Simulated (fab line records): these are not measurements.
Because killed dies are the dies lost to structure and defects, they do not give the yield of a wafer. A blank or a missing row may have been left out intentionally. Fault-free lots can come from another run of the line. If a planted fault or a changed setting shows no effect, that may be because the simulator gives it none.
Chamber matching -- flow nand-harc -- rie-diel-10 running NHARC_P_GATE_DESCUM_93: 4 sister chambers
The step chemistry O2, time 3 s. 8 wafers are shown with their chamber, then 11 later ones without.

EACH WAFER AND ITS CHAMBER
wafer,chamber,drypump-motor-current-A (A),oes-product-au (a.u.)
L088.3,1,6.0,1.002
L090.1,2,5.4,0.985
L090.4,0,5.4,1.002
L090.5,0,5.3,0.993
L091.2,1,6.0,0.999
L091.3,2,5.5,1.002
L091.4,3,5.8,1.009
L092.4,3,5.7,1.000

WAFERS WHOSE CHAMBER IS MISSING
wafer,drypump-motor-current-A (A),oes-product-au (a.u.)
L092.5,5.7,1.010
L092.6,5.5,0.995
L093.2,6.0,1.007
L093.3,5.5,0.983
L093.6,5.7,1.004
L095.1,5.4,1.007
L095.3,5.4,1.011
L095.4,5.8,1.009
L097.2,6.0,1.003
L097.4,5.8,1.011
L097.5,5.4,0.994

CHAMBER TAKEN BY EACH
wafer,from the rows above,in truth
L092.5,3,3
L092.6,can't be placed: 2 or 0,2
L093.2,1,1
L093.3,can't be placed: 2 or 0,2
L093.6,3,3
L095.1,can't be placed: 0 or 2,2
L095.3,can't be placed: 0 or 2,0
L095.4,3,3
L097.2,1,1
L097.4,3,3
L097.5,can't be placed: 2 or 0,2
Placed correctly: 6 of 11. Unplaceable from these rows: 5, with the true chamber sitting among the candidates in 5. 0 placed wrongly.
How it was worked out, from the rows above alone: a wafer's distance from a chamber is the root of the sum, over the readings, of the square of ((its reading less the chamber's mean) divided by the reading's scatter). If the next closest chamber is less than 2 further off than the closest, the wafer can't be placed; otherwise it belongs to the closest. For every chamber, the mean is computed from those of its wafers that are shown. The scatter: the root of (the sum of the squares of (reading less its chamber's mean) over the shown wafers, divided by (wafers less chambers)).
